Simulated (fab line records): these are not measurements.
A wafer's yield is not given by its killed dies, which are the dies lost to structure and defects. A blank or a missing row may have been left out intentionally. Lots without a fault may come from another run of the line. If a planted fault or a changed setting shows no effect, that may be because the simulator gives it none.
Which tool is to blame? :: flow nandHarc :: 18 wafers from 6 lots sampled at 5 of the route's 1159 steps

WHAT THE GAUGES SHOWED, per wafer
NHARC_END_SORT_01.
lot: L980
measured: day 19 11:27
on: prober-02
killedAtPeriphery: 3 1 1

lot: L982
measured: day 20 08:23
on: prober-01
killedAtPeriphery: 8 7 9

lot: L983
measured: day 20 01:16
on: prober-02
killedAtPeriphery: 2 3 3

lot: L993
measured: day 22 19:11
on: prober-01
killedAtPeriphery: 6 644 10

lot: L995
measured: day 23 16:33
on: prober-01
killedAtPeriphery: 3 640 0

EACH LOT AND THE TOOL THAT RAN IT (in order: tool; ch and the chambers of the sampled wafers; start)
lot: L980
NHARC_P_M0_PVD_21: pvdSputter-02, day 6 14:06
NHARC_THIN_TSV_DEP_47: pecvd-04 ch 0,1,2, day 18 22:53
NHARC_THIN_TSV_DEGAS_49: pvdSputter-01, day 18 23:41
NHARC_THIN_TSV_STRIP_56: plasmaAsher-02 ch 0,1, day 19 03:35

lot: L982
NHARC_P_M0_PVD_21: pvdSputter-01, day 6 16:33
NHARC_THIN_TSV_DEP_47: pecvd-02 ch 0,1,2, day 19 12:22
NHARC_THIN_TSV_DEGAS_49: pvdSputter-01, day 19 13:18
NHARC_THIN_TSV_STRIP_56: plasmaAsher-01 ch 0,1, day 19 17:10

lot: L983
NHARC_P_M0_PVD_21: pvdSputter-01, day 7 04:29
NHARC_THIN_TSV_DEP_47: pecvd-04 ch 0,1,2, day 19 13:33
NHARC_THIN_TSV_DEGAS_49: pvdSputter-01, day 19 14:29
NHARC_THIN_TSV_STRIP_56: plasmaAsher-02 ch 0,1, day 19 18:22

lot: L993
NHARC_P_M0_PVD_21: pvdSputter-01, day 9 21:54
NHARC_THIN_TSV_DEP_47: pecvd-04 ch 1, day 22 06:08
NHARC_THIN_TSV_DEGAS_49: pvdSputter-02, day 22 07:03
NHARC_THIN_TSV_STRIP_56: plasmaAsher-01 ch 0, day 22 10:50

lot: L995
NHARC_P_M0_PVD_21: pvdSputter-01, day 10 01:44
NHARC_THIN_TSV_DEP_47: pecvd-01 ch 0,1, day 22 20:06
NHARC_THIN_TSV_DEGAS_49: pvdSputter-02, day 22 20:53
NHARC_THIN_TSV_STRIP_56: plasmaAsher-02 ch 0,1, day 23 01:19

lot: L999
NHARC_P_M0_PVD_21: pvdSputter-03, day 11 00:40
NHARC_THIN_TSV_DEP_47: pecvd-04 ch 0,2, day 23 22:22
NHARC_THIN_TSV_DEGAS_49: pvdSputter-01, day 23 23:17
NHARC_THIN_TSV_STRIP_56: plasmaAsher-01 ch 0,1, day 24 03:36
- NHARC_P_M0_PVD_21: deposits Cu, target thk 30 nm, time 20.49 s.
- NHARC_THIN_TSV_DEP_47: deposits SiO2, target thk 200 nm.
- NHARC_THIN_TSV_DEGAS_49: time 120 s.
- NHARC_THIN_TSV_STRIP_56: strips in O2.

THE ANSWER, worked out from the rows above alone
Rule: what is usual is taken from the lots themselves. The widest of any qualifying gaps counts: lots, ordered by their means at a reading, are off when they make up no more than a third of the lots, leave a main group of 4 or more, and stand apart from it by 3 or more times the standard deviation of that group's means. A main group whose means are all the same, to the digits that the tables above print for the reading, isn't used. Also off: a lot with no number at a reading for which 4 or more lots have one. Any other lot the step has rows for is counted as sound.
No lot is off on any of the readings shown, so nothing can be concluded from this.

WHAT HAD BEEN PUT IN BY THE SIMULATOR
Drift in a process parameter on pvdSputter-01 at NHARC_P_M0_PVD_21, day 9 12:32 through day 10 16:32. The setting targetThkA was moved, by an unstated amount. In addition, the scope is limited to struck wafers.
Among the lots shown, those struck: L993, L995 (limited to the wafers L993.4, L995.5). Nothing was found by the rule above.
